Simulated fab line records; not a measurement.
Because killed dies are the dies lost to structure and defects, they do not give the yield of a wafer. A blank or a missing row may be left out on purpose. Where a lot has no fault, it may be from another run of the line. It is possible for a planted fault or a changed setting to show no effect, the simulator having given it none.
Which tool did it? ; flow n5_finfet ; 24 lots, 72 wafers sampled, at 2 steps of a route of 1938

== WHAT THE GAUGES SHOWED, per wafer ==
N5_BEOL_M6_INSPECT_58: inspects for defects (darkfield). Usual: raw_defect_count at 71, with a standard deviation of 27.
lot;measured;on;raw_defect_count;flag
L075;day 10 09:05;defect_inspect-01;51 68 60;
L074;day 10 09:08;defect_inspect-01;100 85 82;
L078;day 10 13:07;defect_inspect-02;37 56 55;
L077;day 10 17:45;defect_inspect-02;91 55 65;
L076;day 11 00:57;defect_inspect-01;55 93 79;
L080;day 11 05:20;defect_inspect-01;91 104 55;
L079;day 11 07:10;defect_inspect-02;84 92 71;
L081;day 11 17:48;defect_inspect-01;101 77 56;
L082;day 12 00:50;defect_inspect-01;91 50 69;
L083;day 12 09:03;defect_inspect-02;80 44 75;
L085;day 12 12:17;defect_inspect-02;63 51 49;
L086;day 12 17:29;defect_inspect-02;80 63 54;
L084;day 12 17:46;defect_inspect-02;51 73 64;
L087;day 13 07:01;defect_inspect-01;47 87 50;
L088;day 13 16:43;defect_inspect-01;40 41 60;
L089;day 14 03:46;defect_inspect-01;75 67 50;
L090;day 14 06:17;defect_inspect-01;58 40 91;
L091;day 14 06:50;defect_inspect-02;105 55 72;
L093;day 14 07:46;defect_inspect-01;49 64 68;
L092;day 14 13:01;defect_inspect-01;47 39 19;
L094;day 15 19:02;defect_inspect-02;61 38 88;
L096;day 15 19:35;defect_inspect-02;65 39 60;
L095;day 15 21:05;defect_inspect-01;164 110 102;
L097;day 16 00:29;defect_inspect-02;120 85 100;

== WHICH TOOL RAN EACH LOT (tool, then ch and the chambers of the sampled wafers, then the start) ==
lot;N5_BEOL_M6_DEGAS_44
L075;pvd_sputter-03, day 10 06:56
L074;pvd_sputter-03, day 10 07:01
L078;pvd_sputter-01, day 10 10:59
L077;pvd_sputter-02, day 10 16:10
L076;pvd_sputter-02, day 10 23:00
L080;pvd_sputter-01, day 11 03:29
L079;pvd_sputter-03, day 11 03:36
L081;pvd_sputter-03, day 11 16:12
L082;pvd_sputter-02, day 11 21:28
L083;pvd_sputter-01, day 12 07:07
L085;pvd_sputter-02, day 12 10:16
L086;pvd_sputter-03, day 12 14:56
L084;pvd_sputter-03, day 12 15:01
L087;pvd_sputter-02, day 13 05:06
L088;pvd_sputter-03, day 13 12:04
L089;pvd_sputter-02, day 13 23:02
L090;pvd_sputter-02, day 14 01:30
L091;pvd_sputter-03, day 14 02:27
L093;pvd_sputter-02, day 14 05:35
L092;pvd_sputter-01, day 14 11:01
L094;pvd_sputter-03, day 15 16:59
L096;pvd_sputter-03, day 15 17:26
L095;pvd_sputter-01, day 15 19:32
L097;pvd_sputter-03, day 15 21:48
- N5_BEOL_M6_DEGAS_44: time 60 s.

== AS READ BY THE TOOLS THEMSELVES (means over the sampled wafers that have a number; for cases with no such wafer, the mark the record gives instead) ==
N5_BEOL_M6_DEGAS_44. Usual: heater_power_w at 343 W, with a standard deviation of 35.
lot;tool;heater_power_w (W);flag
L075;pvd_sputter-03;344;
L074;pvd_sputter-03;354;
L078;pvd_sputter-01;337;
L077;pvd_sputter-02;352;
L076;pvd_sputter-02;352;
L080;pvd_sputter-01;323;
L079;pvd_sputter-03;312;
L081;pvd_sputter-03;355;
L082;pvd_sputter-02;329;
L083;pvd_sputter-01;325;
L085;pvd_sputter-02;388;
L086;pvd_sputter-03;372;
L084;pvd_sputter-03;343;
L087;pvd_sputter-02;354;
L088;pvd_sputter-03;340;
L089;pvd_sputter-02;350;
L090;pvd_sputter-02;371;
L091;pvd_sputter-03;355;
L093;pvd_sputter-02;342;
L092;pvd_sputter-01;318;
L094;pvd_sputter-03;346;
L096;pvd_sputter-03;354;
L095;pvd_sputter-01;316;
L097;pvd_sputter-03;373;

== THE ANSWER, worked out from the rows above alone ==
Rule: take the mean of a lot's wafers that have a number; if it is more than 3 standard deviations from the usual mean, the lot is off. Also off: a lot with no number at a reading for which 4 or more lots have one. Any other lot the step has rows for is counted as sound. After the gauges, taken in route order, come the tools' own readings; for these a lot's mean is taken, as printed above. The first step at which some lot is off is used, and at that step the reading that is off furthest; a lot without a number counts as furthest.
No lot is off on any of the readings shown, so nothing can be concluded from this.

== WHAT THE SIMULATOR HAD INSERTED ==
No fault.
